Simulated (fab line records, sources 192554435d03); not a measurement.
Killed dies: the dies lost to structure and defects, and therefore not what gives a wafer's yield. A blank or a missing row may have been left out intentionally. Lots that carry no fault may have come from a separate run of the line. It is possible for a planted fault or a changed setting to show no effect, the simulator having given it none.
Comparing a struck lot with a sound one | flow n5 finfet | 38 out of 1938 route steps
Sound: these wafers, L377.1, L377.5. The struck wafers were L379.1, L379.5, L379.6. Last of all comes the cause.
At each step with rows: each side's tool, then ch and its chambers, then its first start. Under that, the readings that differ: sound wafers | struck wafers | difference of the means | sigmas: that difference in standard deviations of wafers without a fault.
alike: words and numbers the same on both sides, and readings whose means are apart by under 2 such deviations; not compared: readings that were withheld, readings missing a value for some wafer, numbers with overlapping values and no deviation given by the record, and bounds like >300 which may hide the same value.
A row with sigmas, a row that says differs or no value, or rows on one side alone: a step with any of these is where the two part. Non-overlapping numbers with no deviation appear without sigmas and do not part them. A reading that every wafer of one side lacks parts them only if that side has two wafers or more.

first, 10 steps without rows for these wafers: N5_FIN_SAQP_DESCUM_21 (chemistry O2, time 7.9 s); N5_FIN_SAQP_ETCH_51 (etches SiARC in CF4, target depth 45.5 nm, time 75.8 s); N5_FIN_SAQP_ETCH_52 (etches SOC in N2/H2, target depth 100 nm, overetch 20 nm, time 150 s); N5_FIN_SAQP_STRIP_53 (strips in N2/H2); N5_FIN_SAQP_HM_OPEN_73 (chemistry CHF3/O2, target SiO2, stops on a-Si, target depth 12 nm, time 16.8 s); N5_FIN_SAQP_STRIP_74 (strips in CHF3/O2); N5_FIN_SAQP_MANDREL_ETCH_22 (etches a-Si in HBr/Cl2, stops on SiNx, target depth 60 nm, bt time 10 s, time 30 s); N5_FIN_SAQP_STRIP_55 (strips in N2/H2); N5_FIN_SAQP_STRIP_23 (strips in SPM, time 750 s); N5_FIN_SAQP_SRD_66 (time 30 s).
N5_FIN_SAQP_RECESS_75: chemistry HF/NH3, target SiO2, target depth 14.4 nm, afs cycles 3, sublimation time 60 s.
  sound on vapor etch-02 ch 1, day 5 16:52; struck on vapor etch-02 ch 0,1, day 6 04:05
  alike: drypump motor current A
then, 23 steps without rows for these wafers: N5_FIN_SAQP_SPACER1_ALD_24 (deposits SiO2, target thk 20.3 nm, pulse time 1 s, purge time 2 s); N5_FIN_SAQP_SPACER1_ETCHBACK_25 (etches SiO2 in CHF3/O2, target depth 24.4 nm, time 12.2 s); N5_FIN_SAQP_MANDREL1_REMOVE_56 (chemistry HBr/Cl2/O2, target a-Si, stops on SiNx, bt time 10 s); N5_FIN_SAQP_ETCH_57 (etches SiNx in CH3F/O2, target depth 32.5 nm, time 46.4 s); N5_FIN_SAQP_ETCH_65 (etches SiO2 in CF4, target depth 4 nm, time 4.4 s); N5_FIN_SAQP_MANDREL_ETCH_58 (etches a-Si in HBr/Cl2, stops on SiNx, target depth 45 nm, bt time 10 s, time 27 s); N5_FIN_SAQP_RECESS_63 (chemistry HF/NH3, target SiO2, target depth 18 nm, afs cycles 3, sublimation time 60 s); N5_FIN_SAQP_COAT_68 (time 60 s, resist thk 100 nm); N5_FIN_SAQP_ETCH_69 (etches SOC in N2/H2, stops on SiNx, target depth 150 nm); N5_FIN_SAQP_ETCH_67 (etches SiNx in CH3F/O2, target depth 30 nm); N5_FIN_SAQP_STRIP_70 (strips in N2/H2); N5_FIN_SAQP_RECESS_71 (chemistry HF/NH3, target SiO2, target depth 3 nm, afs cycles 1, sublimation time 60 s); N5_FIN_SAQP_SPACER2_ALD_28 (deposits SiO2, target thk 8.1 nm, pulse time 1 s, purge time 2 s); N5_FIN_SAQP_SPACER2_ETCHBACK_29 (etches SiO2 in CHF3/O2, target depth 12.2 nm, time 6.1 s); N5_FIN_SAQP_MANDREL2_REMOVE_60 (chemistry HBr/Cl2/O2, target a-Si, stops on SiNx, bt time 10 s); N5_FIN_SAQP_HM_OPEN_33 (chemistry CH3F/O2, target SiNx, target depth 49.4 nm, time 70.6 s); N5_FIN_SAQP_ETCH_34 (etches SiO2 in C4F6/O2, target depth 45 nm, time 15 s); N5_FIN_SAQP_STRIP_77 (strips in N2/H2, time 90 s); N5_FIN_SAQP_ETCH_64 (etches SiO2 in CF4, target depth 1.5 nm); N5_FIN_SAQP_FIN_ETCH_36 (etches the open film in HBr/Cl2/O2, target depth 120 nm, time 50.4 s); N5_FIN_SAQP_PRECLEAN_38 (cleans in O3/DIW, time 45 s); N5_FIN_SAQP_PRECLEAN_45 (cleans in dHF, time 10 s); N5_FIN_SAQP_SRD_39 (time 30 s).
N5_FIN_SAQP_INSPECT_40: inspects for defects (brightfield).
  sound on defect inspect-01, day 5 20:39; struck on defect inspect-01, day 6 08:31
  reading          | sound   | struck         | difference | sigmas
  raw defect count | 113 124 | 1389 1362 1363 | +1253      | +15
N5_FIN_CUT_INSPECT_10: inspects for defects (brightfield).
  sound on defect inspect-02, day 5 21:10; struck on defect inspect-01, day 6 08:54
  reading          | sound | struck         | difference | sigmas
  raw defect count | 17 29 | 1169 1200 1154 | +1151      | +89
-- record jumps: 7 days separate the struck wafers' starts on either side; left off in module FIN_CUT, taken up again in module BEOL_M4, whose first shown step is the route's number 1111 --
N5_BEOL_M4_RC_MEAS_101:
  sound on prober-01 ch 0, day 13 03:11; struck on prober-02 ch 0, day 13 02:37
  alike: DIBL_N, DIBL_P, IOFF_N, IOFF_P, ION_N, ION_P, SS_N, SS_P, VT_N, VT_P
-- record jumps: 5 days separate the struck wafers' starts on either side; left off in module BEOL_M4, taken up again in module PASSIVATION, whose first shown step is the route's number 1936 --
N5_PASSIVATION_PROBE_49:
  sound on prober-01, day 18 04:01; struck on prober-01, day 17 18:22
  reading                  | sound     | struck         | difference | sigmas
  defect limited yield (%) | 91.7 89.4 | 80.2 78.2 85.2 | -9.4       | -7
  killed at front end      | 49 52     | 182 182 98     | +104       | +10
  killed dies              | 98 125    | 234 257 175    | +110       | +7
  sort_bin_5_function (%)  | 4.5 6.0   | 11.2 13.0 7.4  | +5.3       | +6
  sort n pass              | 1082 1055 | 946 923 1005   | -110       | -6
  sort yield pct (%)       | 91.7 89.4 | 80.2 78.2 85.2 | -9.4       | -7
  alike: killed_at_M0_to_M3, killed_at_M4_up, killed at contacts, killed at other, killed open, killed short, sort_bin_4_leakage, sort_bin_6_memory, sort_bin_8_speed

## WHERE THEY PART
Earliest at N5_FIN_SAQP_INSPECT_40; latest, in this record, at N5_PASSIVATION_PROBE_49.

WHY: what had been put in by the simulator
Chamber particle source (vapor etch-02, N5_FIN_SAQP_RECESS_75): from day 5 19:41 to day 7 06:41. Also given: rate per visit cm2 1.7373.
